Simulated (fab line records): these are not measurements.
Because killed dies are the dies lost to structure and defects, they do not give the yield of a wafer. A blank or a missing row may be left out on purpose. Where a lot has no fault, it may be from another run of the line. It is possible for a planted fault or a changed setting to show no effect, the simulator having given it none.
fab line records	flow n5-finfet
record: lots: 6	wafers: 18	last-day: 17
route steps=1938 shown SD_EPI_N@267 BEOL_M4@1111
lots that met no fault: taken from a fault-free run of the same line
start-h: start of the lot's first displayed wafer, in hours after the record's first day	wait-h: time in hours since the lot's previous step	" identical to the entry in the row above	L1.1+2: a single row standing in for several wafers	- no value, or no start was given	* or withheld: withheld	< > ~ a bound
route shown NAME@n: a module of which the file shows steps, and the number in the route of the first	usual: mean and standard deviation over wafers with no fault	same: alike in all rows	chamber/n: place in a boat	sites: readings site by site	_std_site: how widely they spread, as a standard deviation	_edge_site: outer sites' mean less inner sites'	radius-mm: how far each site lies from the wafer's centre	mask NAME#n: copy n	behind: the last tool/chamber to shape the wafer	hold: why the lot went on hold/how many hours it stayed there/how the hold came to an end	device: the transistor (n, p or np) that didn't switch	end of line: tests of these same wafers at the route's end	a step given without rows: its recipe and nothing more	killed: dies lost to structure and defects at the first sort, not the wafer's yield	map: a wafer's dies, marking killed ones x, the rest . and places with no die _
set.NAME: the setting as run; set.NAME@STEP: as run at that earlier step	model.NAME: the simulator's own value behind a step, which no gauge read
a table for each step, a row for each wafer; lots at some steps of the route
services: from which hour (start-h, from the record's first day; less than 0 if before it) a tool's chamber was out of use, for how many hours, and why
== steps ==
step: N5_SD_EPI_N_EXPOSE_06
recipe: mask-id: SD_N_BLK	na: 1.35	source-shape: conventional	sigma-outer: 0.8	polarization: unpolarized	target-cd-nm: 120	dose-mj: 39.75
step: N5_SD_EPI_N_PEB_07
recipe: peb-temp-c: 110	peb-time-s: 60	resist: CAR-ArF-block
step: N5_SD_EPI_N_DEVELOP_08
recipe: develop-time-s: 30	developer: TMAH	resist: CAR-ArF-block	dev-temp-c: 23	rinse-liquid: diw	dry: air-spin
step: N5_SD_EPI_N_CD_MEAS_09
recipe: target-cd-nm: 120	landing-energy-ev: 500	detector: se-inlens
usual: cd-nm: 119.9/0.55
lot.wafer	tool	chamber	start-h	wait-h	cd-nm
L826.3	cd-sem-01	0	62.72	-	120.1
L826.4	"	0	"	"	120.4
L826.6	"	0	"	"	120.1
L830.1	cd-sem-01	0	84.19	-	120.5
L830.2	"	0	"	"	121.3
L830.4	"	0	"	"	120.5
L839.1	cd-sem-03	0	140.96	-	118.6
L839.5	"	0	"	"	119.4
L839.6	"	0	"	"	119.4
L840.2	cd-sem-03	0	145.58	-	119.7
L840.4	"	0	"	"	119.4
L840.5	"	0	"	"	120.3
L842.2	cd-sem-01	0	155.70	-	119.5
L842.3	"	0	"	"	120.0
L842.4	"	0	"	"	120.4
L843.1	cd-sem-01	0	164.81	-	119.3
L843.3	"	0	"	"	118.8
L843.5	"	0	"	"	119.1
step: N5_SD_EPI_N_OVL_MEAS_10
recipe: points-per-wafer: 44
usual: SD_N_BLK_OVL: 0.2/0.72
lot.wafer	tool	chamber	start-h	wait-h	SD_N_BLK_OVL[nm]
L826.3	overlay-01	0	62.75	0.0	-0.1
L826.4	"	0	"	"	-0.8
L826.6	"	0	"	"	-0.1
L830.1	overlay-01	0	84.22	0.0	0.0
L830.2	"	0	"	"	0.6
L830.4	"	0	"	"	-0.1
L839.1	overlay-02	0	140.99	0.0	-0.2
L839.5	"	0	"	"	-0.1
L839.6	"	0	"	"	0.5
L840.2	overlay-01	0	145.61	0.0	0.5
L840.4	"	0	"	"	0.4
L840.5	"	0	"	"	0.9
L842.2	overlay-01	0	155.73	0.0	-0.4
L842.3	"	0	"	"	0.0
L842.4	"	0	"	"	-0.3
L843.1	overlay-02	0	164.84	0.0	0.1
L843.3	"	0	"	"	0.1
L843.5	"	0	"	"	-0.2
step: N5_SD_EPI_N_INSPECT_11
recipe: mode: adi	inspect-instrument: macro
usual: raw-defect-count: 2.1/1.4
lot.wafer	tool	chamber	start-h	wait-h	raw-defect-count
L826.3	defect-inspect-01	-	62.78	0.0	3
L826.4	"	-	"	"	4
L826.6	"	-	"	"	0
L830.1	defect-inspect-02	-	84.24	0.0	2
L830.2	"	-	"	"	4
L830.4	"	-	"	"	1
L839.1	defect-inspect-01	-	141.01	0.0	1
L839.5	"	-	"	"	1
L839.6	"	-	"	"	4
L840.2	defect-inspect-02	-	145.63	0.0	2
L840.4	"	-	"	"	2
L840.5	"	-	"	"	0
L842.2	defect-inspect-02	-	155.75	0.0	1
L842.3	"	-	"	"	4
L842.4	"	-	"	"	2
L843.1	defect-inspect-02	-	164.87	0.0	2
L843.3	"	-	"	"	1
L843.5	"	-	"	"	2
step: N5_SD_EPI_N_DESCUM_14
recipe: chemistry: O2	time-s: 7.9	source-power-w: 50	bias-power-w: 20	pressure-mtorr: 20	rf-frequency-hz: 2.712e+07	temp-c: 40	resist: CAR-ArF-block	o2-flow-sccm: 225
usual: drypump-motor-current-A: 5.9/0.5	oes-product-au: 0.78/0.078	rf-vpp-V: 243.8/1.4	showerhead-plenum-p-Torr: 2.14/0.069	throttle-valve-pct: 20.42/0.19
lot.wafer	tool	chamber	start-h	wait-h	drypump-motor-current-A	oes-product-au	rf-hours-counter-h	rf-vpp-V	showerhead-plenum-p-Torr	throttle-valve-pct
L826.3	rie-diel-05	1	62.81	0.0	4.9	0.98	5	242.3	2.07	20.25
L826.4	"	2	"	"	5.9	0.73	186	244.7	2.18	20.21
L826.6	"	0	"	"	5.6	0.79	-	243.8	2.20	20.43
L830.1	rie-diel-05	3	84.28	0.0	6.4	0.75	156	244.4	2.18	20.55
L830.2	"	2	"	"	5.9	0.73	195	242.9	2.18	20.24
L830.4	"	1	"	"	4.9	0.95	13	243.1	2.07	20.26
L839.1	rie-diel-05	3	141.04	0.0	6.4	0.72	174	243.5	2.17	20.59
L839.5	"	3	"	"	6.4	0.72	-	243.6	2.17	20.57
L839.6	"	2	"	"	5.9	0.70	-	243.4	2.17	20.24
L840.2	rie-diel-05	2	145.96	0.3	5.9	0.72	214	242.6	2.17	20.24
L840.4	"	1	"	"	5.0	0.90	34	243.2	2.06	20.29
L840.5	"	2	"	"	5.9	0.71	-	244.6	2.17	20.26
L842.2	rie-diel-03	1	155.90	0.1	6.7	0.74	167	245.4	2.17	20.08
L842.3	"	3	"	"	6.1	0.77	146	242.9	2.09	20.48
L842.4	"	2	"	"	5.8	0.90	-	243.8	2.23	20.56
L843.1	rie-diel-03	1	164.90	0.0	6.7	0.73	171	244.4	2.17	20.10
L843.3	"	3	"	"	6.1	0.76	151	243.1	2.09	20.48
L843.5	"	1	"	"	6.7	0.74	-	244.1	2.17	20.08
step: N5_SD_EPI_N_ETCH_34
recipe: chemistry: CF4	target: SiARC	target-depth-a: 455	mask-material: CAR-ArF-block	time-s: 75.8	ion-energy-ev: 80	pressure-mtorr: 40	source-w: 545	bias-w: 36	Ar_flow_sccm: 100	cf4-flow-sccm: 100	ends: cleared
usual: drypump-motor-current-A: 5.9/0.5	etch-rf-on-time-s: 76.0/1.1	oes-product-au: 0.67/0.064	rf-vpp-V: 184.7/1.1	showerhead-plenum-p-Torr: 2.19/0.07	throttle-valve-pct: 15.61/0.21
lot.wafer	tool	chamber	start-h	wait-h	drypump-motor-current-A	etch-rf-on-time-s	oes-product-au	rf-hours-counter-h	rf-vpp-V	showerhead-plenum-p-Torr	throttle-valve-pct
L826.3	rie-diel-05	1	62.84	0.0	4.9	75.3	0.83	5	183.7	2.10	15.27
L826.4	"	2	"	"	5.9	76.1	0.63	186	184.4	2.22	15.42
L826.6	"	0	"	"	5.7	73.8	0.69	-	185.6	2.25	15.63
L830.1	rie-diel-05	3	84.31	0.0	6.4	75.7	0.64	156	184.6	2.23	15.78
L830.2	"	2	"	"	5.9	77.7	0.61	195	184.1	2.21	15.44
L830.4	"	1	"	"	4.9	76.4	0.81	13	183.3	2.10	15.28
L839.1	rie-diel-05	3	141.08	0.0	6.4	76.4	0.62	174	185.1	2.22	15.80
L839.5	"	3	"	"	6.4	76.0	0.63	-	184.2	2.22	15.80
L839.6	"	2	"	"	5.9	76.9	0.61	-	184.5	2.21	15.48
L840.2	rie-diel-05	2	146.00	0.0	5.9	77.0	0.60	214	185.2	2.21	15.47
L840.4	"	1	"	"	4.9	77.0	0.76	34	184.7	2.09	15.31
L840.5	"	2	"	"	5.9	77.1	0.61	-	183.9	2.21	15.47
L842.2	rie-diel-03	1	155.93	0.0	6.7	77.9	0.63	167	185.0	2.22	15.31
L842.3	"	3	"	"	6.1	76.0	0.66	146	183.9	2.14	15.64
L842.4	"	2	"	"	5.8	76.7	0.76	-	186.9	2.27	15.63
L843.1	rie-diel-03	1	164.93	0.0	6.7	77.6	0.63	171	185.0	2.21	15.32
L843.3	"	3	"	"	6.1	75.3	0.65	151	183.2	2.14	15.67
L843.5	"	1	"	"	6.7	77.8	0.63	-	184.7	2.21	15.33
step: N5_SD_EPI_N_ETCH_35
recipe: chemistry: N2/H2	target: SOC	overetch-a: 1080	mask-material: SiARC	temp-c: 40	ion-energy-ev: 100	source-w: 3000	bias-w: 133	pressure-mtorr: 20	time-s: 486	n2-flow-sccm: 200	h2-flow-sccm: 200
usual: drypump-motor-current-A: 5.9/0.5	oes-product-au: 0.70/0.065	rf-vpp-V: 241.4/1.3	showerhead-plenum-p-Torr: 2.60/0.088	throttle-valve-pct: 23.8/0.33
lot.wafer	tool	chamber	start-h	wait-h	drypump-motor-current-A	oes-product-au	rf-hours-counter-h	rf-vpp-V	showerhead-plenum-p-Torr	throttle-valve-pct
L826.3	rie-diel-05	1	62.90	0.0	4.9	0.86	5	240.7	2.49	23.3
L826.4	"	2	"	"	5.9	0.66	186	241.2	2.63	23.4
L826.6	"	0	"	"	5.7	0.70	-	242.5	2.68	24.1
L830.1	rie-diel-05	3	84.37	0.0	6.4	0.67	156	243.1	2.63	23.7
L830.2	"	2	"	"	5.9	0.65	195	242.5	2.63	23.4
L830.4	"	1	"	"	4.9	0.84	13	239.3	2.48	23.3
L839.1	rie-diel-05	3	141.13	0.0	6.4	0.66	175	240.5	2.63	23.7
L839.5	"	3	"	"	6.4	0.66	-	242.1	2.63	23.7
L839.6	"	2	"	"	5.9	0.63	-	242.3	2.62	23.4
L840.2	rie-diel-05	2	146.05	0.0	6.0	0.64	214	242.0	2.62	23.4
L840.4	"	1	"	"	4.9	0.80	34	239.1	2.47	23.3
L840.5	"	2	"	"	5.9	0.64	-	242.6	2.62	23.4
L842.2	rie-diel-03	1	155.99	0.0	6.7	0.67	167	242.0	2.64	23.3
L842.3	"	3	"	"	6.2	0.68	146	240.1	2.53	23.8
L842.4	"	2	"	"	5.8	0.80	-	242.2	2.71	24.2
L843.1	rie-diel-03	1	164.99	0.0	6.7	0.67	171	240.5	2.64	23.3
L843.3	"	3	"	"	6.1	0.68	151	239.4	2.53	23.8
L843.5	"	1	"	"	6.7	0.68	-	242.9	2.64	23.3
step: N5_SD_EPI_N_STRIP_36
recipe: chemistry: N2/H2	temp-c: 40	n2-flow-sccm: 200	h2-flow-sccm: 200	rf-frequency-hz: 6e+07
step: N5_SD_EPI_N_ETCHBACK_44
recipe: chemistry: CH3F/O2	mode: anisotropic-etchback	target: SiNx	target-depth-a: 145	stop-on: SiO2	over-etch-frac: 0.3	ion-energy-ev: 120	pressure-mtorr: 30	source-w: 395	bias-w: 73	Ar_flow_sccm: 150	CH3F_flow_sccm: 30	O2_flow_sccm: 20
usual: drypump-motor-current-A: 5.9/0.5	oes-product-au: 0.67/0.062	rf-vpp-V: 299/3.2	showerhead-plenum-p-Torr: 2.05/0.067	throttle-valve-pct: 16.35/0.2
lot.wafer	tool	chamber	start-h	wait-h	drypump-motor-current-A	oes-product-au	rf-hours-counter-h	rf-vpp-V	showerhead-plenum-p-Torr	throttle-valve-pct
L826.3	rie-diel-05	1	63.22	0.0	4.9	0.82	5	293	1.97	16.07
L826.4	"	2	"	"	5.9	0.63	186	299	2.07	16.12
L826.6	"	0	"	"	5.7	0.67	-	301	2.11	16.37
L830.1	rie-diel-05	3	84.69	0.0	6.4	0.64	156	300	2.08	16.49
L830.2	"	2	"	"	5.9	0.62	195	300	2.07	16.13
L830.4	"	1	"	"	4.9	0.80	13	296	1.97	16.09
L839.1	rie-diel-05	3	141.46	0.0	6.4	0.63	175	299	2.07	16.53
L839.5	"	3	"	"	6.3	0.62	-	299	2.07	16.54
L839.6	"	2	"	"	5.9	0.60	-	299	2.06	16.17
L840.2	rie-diel-05	2	146.38	0.0	5.9	0.61	214	298	2.06	16.18
L840.4	"	1	"	"	4.9	0.77	34	296	1.96	16.12
L840.5	"	2	"	"	5.9	0.61	-	299	2.06	16.16
L842.2	rie-diel-03	1	156.31	0.0	6.7	0.64	167	300	2.08	16.06
L842.3	"	3	"	"	6.2	0.65	147	293	2.00	16.39
L842.4	"	2	"	"	5.8	0.77	-	298	2.13	16.40
L843.1	rie-diel-03	1	165.31	0.0	6.7	0.64	172	299	2.07	16.07
L843.3	"	3	"	"	6.1	0.65	151	294	2.00	16.39
L843.5	"	1	"	"	6.7	0.64	-	300	2.07	16.08
step: N5_SD_EPI_N_ETCH_45
recipe: chemistry: CH3F/O2	target: SiOCN	target-depth-a: 60	mask-material: SOC	ion-energy-ev: 60	bias-w: 29	pressure-mtorr: 15	source-w: 410	Ar_flow_sccm: 150	CH3F_flow_sccm: 30	O2_flow_sccm: 20
usual: drypump-motor-current-A: 5.9/0.5	oes-product-au: 0.78/0.075	rf-vpp-V: 127.9/0.97	showerhead-plenum-p-Torr: 2.04/0.067	throttle-valve-pct: 23.32/0.22
lot.wafer	tool	chamber	start-h	wait-h	drypump-motor-current-A	oes-product-au	rf-hours-counter-h	rf-vpp-V	showerhead-plenum-p-Torr	throttle-valve-pct
L826.3	rie-diel-05	1	63.32	0.1	4.9	0.98	5	127.9	1.97	23.15
L826.4	"	2	"	"	5.9	0.73	186	128.3	2.06	22.95
L826.6	"	0	"	"	5.7	0.79	-	128.8	2.10	23.38
L830.1	rie-diel-05	3	84.79	0.1	6.4	0.75	156	129.2	2.08	23.44
L830.2	"	2	"	"	5.9	0.72	195	127.4	2.06	22.96
L830.4	"	1	"	"	4.9	0.95	13	127.3	1.96	23.14
L839.1	rie-diel-05	3	141.56	0.1	6.4	0.74	175	127.7	2.07	23.45
L839.5	"	3	"	"	6.4	0.73	-	128.0	2.07	23.47
L839.6	"	2	"	"	5.9	0.71	-	128.9	2.05	23.02
L840.2	rie-diel-05	2	146.48	0.1	5.9	0.71	214	128.0	2.05	23.01
L840.4	"	1	"	"	4.9	0.90	34	127.6	1.95	23.16
L840.5	"	2	"	"	5.9	0.70	-	128.0	2.05	22.99
L842.2	rie-diel-03	1	156.41	0.1	6.7	0.75	167	128.5	2.07	22.97
L842.3	"	3	"	"	6.1	0.76	147	127.8	1.99	23.38
L842.4	"	2	"	"	5.8	0.90	-	128.5	2.12	23.49
L843.1	rie-diel-03	1	165.41	0.1	6.7	0.74	172	128.6	2.07	22.98
L843.3	"	3	"	"	6.1	0.77	151	127.8	1.99	23.37
L843.5	"	1	"	"	6.7	0.74	-	129.2	2.07	22.97
step: N5_SD_EPI_N_ETCH_16
recipe: chemistry: CHF3/O2	target: SiO2	target-depth-a: 50	mask-material: SOC	pressure-mtorr: 30	source-w: 650	bias-w: 170	Ar_flow_sccm: 200	CHF3_flow_sccm: 50	O2_flow_sccm: 5	ion-energy-ev: 200
usual: drypump-motor-current-A: 5.9/0.5	oes-product-au: 0.78/0.075	rf-vpp-V: 527/5.7	showerhead-plenum-p-Torr: 2.46/0.079	throttle-valve-pct: 18.90/0.21
lot.wafer	tool	chamber	start-h	wait-h	drypump-motor-current-A	oes-product-au	rf-hours-counter-h	rf-vpp-V	showerhead-plenum-p-Torr	throttle-valve-pct	model.etch.depth-nm	model.SiARC_of_SD_EPI_N_COAT_33.thk-nm
L826.3	rie-diel-05	1	63.42	0.1	4.9	0.97	5	520	2.37	18.62	5.008	12.4
L826.4	"	2	"	"	5.9	0.73	186	529	2.49	18.64	4.933	12.8
L826.6	"	0	"	"	5.6	0.80	-	530	2.53	18.94	5.037	12.2
L830.1	rie-diel-05	3	84.89	0.1	6.3	0.75	156	529	2.51	19.06	5.02	12.4
L830.2	"	2	"	"	5.9	0.72	195	528	2.49	18.66	4.954	12.8
L830.4	"	1	"	"	4.9	0.95	13	520	2.37	18.64	5.051	12.4
L839.1	rie-diel-05	3	141.66	0.1	6.4	0.65	175	528	2.50	19.06	4.024	13.2
L839.5	"	3	"	"	6.4	0.74	-	527	2.50	19.10	5.016	12.4
L839.6	"	2	"	"	5.9	0.62	-	529	2.48	18.65	3.967	13.6
L840.2	rie-diel-05	2	146.58	0.1	6.0	0.62	214	528	2.48	18.67	3.946	13.8
L840.4	"	1	"	"	4.9	0.89	34	521	2.36	18.68	4.986	12.6
L840.5	"	2	"	"	6.0	0.71	-	529	2.48	18.69	4.945	12.6
L842.2	rie-diel-03	1	156.51	0.1	6.7	0.74	167	527	2.50	18.57	4.881	13
L842.3	"	3	"	"	6.1	0.76	147	518	2.41	18.92	4.995	12.6
L842.4	"	2	"	"	5.8	0.89	-	526	2.56	18.99	4.984	12.6
L843.1	rie-diel-03	1	165.51	0.1	6.7	0.73	172	527	2.50	18.59	4.884	12.8
L843.3	"	3	"	"	6.1	0.77	151	517	2.41	18.93	5.014	12.2
L843.5	"	1	"	"	6.7	0.74	-	528	2.50	18.60	4.887	13
step: N5_SD_EPI_N_STRIP_47
recipe: chemistry: CHF3/O2	resist: SiARC	rf-frequency-hz: 6e+07
step: N5_BEOL_M4_RC_MEAS_101
usual: DIBL_N: 36.4/1.4	DIBL_P: 36.4/1.5	IOFF_N: 0.156/0.022	IOFF_P: 0.210/0.023	ION_N: 675/9.1	ION_P: 463/5.7	SS_N: 71.6/0.45	SS_P: 73.3/0.56	VT_N: 250/3.1	VT_P: -250.3/2.3
lot.wafer	tool	chamber	start-h	wait-h	DIBL_N[mV/V]	DIBL_P[mV/V]	IOFF_N[nA/um]	IOFF_P[nA/um]	ION_N[uA/um]	ION_P[uA/um]	SS_N[mV/dec]	SS_P[mV/dec]	VT_N[mV]	VT_P[mV]
L826.3	prober-02	0	222.31	0.3	34.3	35.7	0.142	0.197	676	461	71.1	73.2	250	-248.7
L826.4	"	0	"	"	35.4	36.7	0.159	0.208	681	459	71.0	72.6	248	-250.5
L826.6	"	0	"	"	35.1	36.3	0.151	0.209	669	460	70.4	73.2	248	-247.9
L830.1	prober-02	0	229.14	0.0	37.9	36.2	0.180	0.247	684	470	72.6	73.3	247	-248.2
L830.2	"	0	"	"	37.3	34.4	0.163	0.216	680	467	71.3	73.3	251	-248.5
L830.4	"	0	"	"	35.8	32.9	0.134	0.194	671	466	71.1	73.5	251	-248.8
L839.1	prober-01	0	280.13	0.0	36.7	35.5	0.161	0.218	686	464	71.5	72.3	249	-247.8
L839.5	"	0	"	"	37.9	36.2	0.184	0.224	684	465	71.9	72.6	247	-251.5
L839.6	"	0	"	"	37.6	36.7	0.178	0.236	695	468	71.3	73.4	246	-247.0
L840.2	prober-01	0	289.78	0.2	38.1	38.4	0.167	0.220	678	463	71.5	73.4	249	-250.6
L840.4	"	0	"	"	38.1	39.1	0.174	0.231	682	470	71.3	73.8	251	-248.8
L840.5	"	0	"	"	38.7	39.1	0.185	0.227	684	466	72.0	72.6	248	-251.4
L842.2	prober-02	0	306.25	0.2	38.1	36.5	0.167	0.231	679	466	71.3	73.3	251	-248.7
L842.3	"	0	"	"	36.9	35.3	0.149	0.216	675	465	71.3	72.9	251	-249.1
L842.4	"	0	"	"	36.9	35.2	0.148	0.219	671	469	71.4	72.7	254	-251.0
L843.1	prober-02	0	310.96	0.0	34.6	35.7	0.124	0.189	660	465	71.1	72.1	249	-249.2
L843.3	"	0	"	"	34.8	36.3	0.135	0.187	667	463	71.1	72.6	253	-251.5
L843.5	"	0	"	"	34.5	35.2	0.127	0.180	671	460	71.5	72.2	252	-251.7
== services ==
tool	chamber	start-h	hours	kind
rie-diel-03	1	48.64	15.8	repair
rie-diel-03	2	82.90	-	clean
rie-diel-03	2	82.90	-	consumable-replace:focus-ring
rie-diel-03	2	82.90	-	consumable-replace:showerhead
rie-diel-03	2	82.90	22.0	scheduled-down
rie-diel-03	2	82.90	22.0	vent-cycle
rie-diel-03	-	99.11	2.8	pm
rie-diel-03	0	136.43	-	clean
rie-diel-03	0	136.43	-	consumable-replace:focus-ring
rie-diel-03	0	136.43	34.1	scheduled-down
rie-diel-03	0	136.43	34.1	vent-cycle
== key ==
first-sign none at tools or gauges
model-effect: step: N5_SD_EPI_N_ETCH_16	value: etch.depth-nm	without: 4.986	struck: 3.979
met-at N5_SD_EPI_N_ETCH_16
struck-wafers L839.1,L839.6,L840.2
onset-between 84.89 141.66
fault: kind: process-parameter-drift	tool: rie-diel-05	chamber: -	onset-h: 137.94	steps: N5_SD_EPI_N_ETCH_16	channel: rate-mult	offset: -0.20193	shape: step	end-h: 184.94	scope: struck-wafers-only
